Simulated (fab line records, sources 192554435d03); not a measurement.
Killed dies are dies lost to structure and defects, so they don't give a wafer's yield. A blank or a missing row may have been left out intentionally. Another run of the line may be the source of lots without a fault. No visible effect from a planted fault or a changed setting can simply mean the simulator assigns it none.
Chamber matching || flow n5 finfet || N5_BEOL_M7_DEP_56 on pecvd-04 has 3 sister chambers
The step deposits SiCN from 3MS/NH3, target thk 10 nm, time 17.5 s. 6 wafers are shown with their chamber, then 10 later ones without.

== WAFERS, EACH WITH ITS CHAMBER ==
{"wafer": "L083.4", "chamber": 2, "throttle valve pct (%)": 8.5, "showerhead plenum p Torr (Torr)": 3.665}
{"wafer": "L086.1", "chamber": 1, "throttle valve pct (%)": 8.2, "showerhead plenum p Torr (Torr)": 3.671}
{"wafer": "L086.5", "chamber": 0, "throttle valve pct (%)": 8.9, "showerhead plenum p Torr (Torr)": 3.677}
{"wafer": "L086.6", "chamber": 2, "throttle valve pct (%)": 8.5, "showerhead plenum p Torr (Torr)": 3.674}
{"wafer": "L084.1", "chamber": 1, "throttle valve pct (%)": 8.1, "showerhead plenum p Torr (Torr)": 3.673}
{"wafer": "L084.2", "chamber": 0, "throttle valve pct (%)": 9.3, "showerhead plenum p Torr (Torr)": 3.690}

== WAFERS WITH NO CHAMBER GIVEN ==
{"wafer": "L084.6", "throttle valve pct (%)": 8.7, "showerhead plenum p Torr (Torr)": 3.683}
{"wafer": "L091.1", "throttle valve pct (%)": 9.2, "showerhead plenum p Torr (Torr)": 3.685}
{"wafer": "L091.2", "throttle valve pct (%)": 8.6, "showerhead plenum p Torr (Torr)": 3.666}
{"wafer": "L091.3", "throttle valve pct (%)": 8.2, "showerhead plenum p Torr (Torr)": 3.669}
{"wafer": "L093.1", "throttle valve pct (%)": 9.1, "showerhead plenum p Torr (Torr)": 3.687}
{"wafer": "L093.5", "throttle valve pct (%)": 8.7, "showerhead plenum p Torr (Torr)": 3.666}
{"wafer": "L093.6", "throttle valve pct (%)": 8.4, "showerhead plenum p Torr (Torr)": 3.667}
{"wafer": "L094.1", "throttle valve pct (%)": 8.9, "showerhead plenum p Torr (Torr)": 3.687}
{"wafer": "L094.3", "throttle valve pct (%)": 8.6, "showerhead plenum p Torr (Torr)": 3.671}
{"wafer": "L094.4", "throttle valve pct (%)": 8.4, "showerhead plenum p Torr (Torr)": 3.667}

== WHICH CHAMBER EACH WENT THROUGH ==
{"wafer": "L084.6", "from the rows above": "can't be placed: 0 or 2 or 1", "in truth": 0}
{"wafer": "L091.1", "from the rows above": 0, "in truth": 0}
{"wafer": "L091.2", "from the rows above": 2, "in truth": 2}
{"wafer": "L091.3", "from the rows above": "can't be placed: 1 or 2", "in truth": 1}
{"wafer": "L093.1", "from the rows above": 0, "in truth": 0}
{"wafer": "L093.5", "from the rows above": 2, "in truth": 2}
{"wafer": "L093.6", "from the rows above": "can't be placed: 2 or 1", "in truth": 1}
{"wafer": "L094.1", "from the rows above": 0, "in truth": 0}
{"wafer": "L094.3", "from the rows above": 2, "in truth": 2}
{"wafer": "L094.4", "from the rows above": "can't be placed: 2 or 1", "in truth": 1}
6 of 10 placed correctly. These rows do not allow placing 4 (true chamber among the candidates in 4). Placed wrongly: 0.
How it was worked out, from the rows above alone: a wafer's distance from a chamber is the root of the sum, over the readings, of the square of ((its reading less the chamber's mean) divided by the reading's scatter). If the next closest chamber is less than 2 further off than the closest, the wafer can't be placed; otherwise it belongs to the closest. For every chamber, the mean is computed from those of its wafers that are shown. The scatter: the root of (the sum of the squares of (reading less its chamber's mean) over the shown wafers, divided by (wafers less chambers)).
